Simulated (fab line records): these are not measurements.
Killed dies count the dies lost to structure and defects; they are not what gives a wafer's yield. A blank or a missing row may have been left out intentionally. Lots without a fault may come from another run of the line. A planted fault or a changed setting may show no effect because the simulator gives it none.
Matching of chambers | flow n5-finfet | N5_BEOL_M11_STRIP_19 on rie-diel-03 has 4 sister chambers
The step strips in O2. 4 wafers are shown with their chamber, then 8 later ones without.

== WAFERS PAIRED WITH THEIR CHAMBERS ==
wafer  | chamber | showerhead-plenum-p-Torr (Torr)
L075.2 | 2       | 1.99
L087.5 | 0       | 2.08
L087.6 | 1       | 2.02
L092.2 | 3       | 2.19

== WAFERS WITHOUT THEIR CHAMBER ==
wafer  | showerhead-plenum-p-Torr (Torr)
L092.5 | 2.08
L092.6 | 2.19
L094.1 | 2.02
L094.5 | 2.08
L094.6 | 2.02
L097.1 | 2.02
L097.2 | 1.97
L097.3 | 2.07

== WHICH CHAMBER EACH ONE RAN IN ==
wafer  | from the rows above | in truth
L092.5 | 0                   | 0
L092.6 | 3                   | 3
L094.1 | 1                   | 1
L094.5 | 0                   | 0
L094.6 | 1                   | 1
L097.1 | 1                   | 1
L097.2 | 2                   | 2
L097.3 | 0                   | 0
Correct placement for 8 of the 8. Number that these rows cannot place: 0. Wrongly placed: 0.
How it was worked out, from the rows above alone: a wafer's distance from a chamber is the root of the sum, over the readings, of the square of ((its reading less the chamber's mean) divided by the reading's scatter). If the next closest chamber is less than 2 further off than the closest, the wafer can't be placed; otherwise it belongs to the closest. Each chamber's mean is taken over the wafers shown for it. The scatter: with one shown wafer a chamber, the root of the mean of the squares of how far each hidden wafer lies from its nearest shown one.
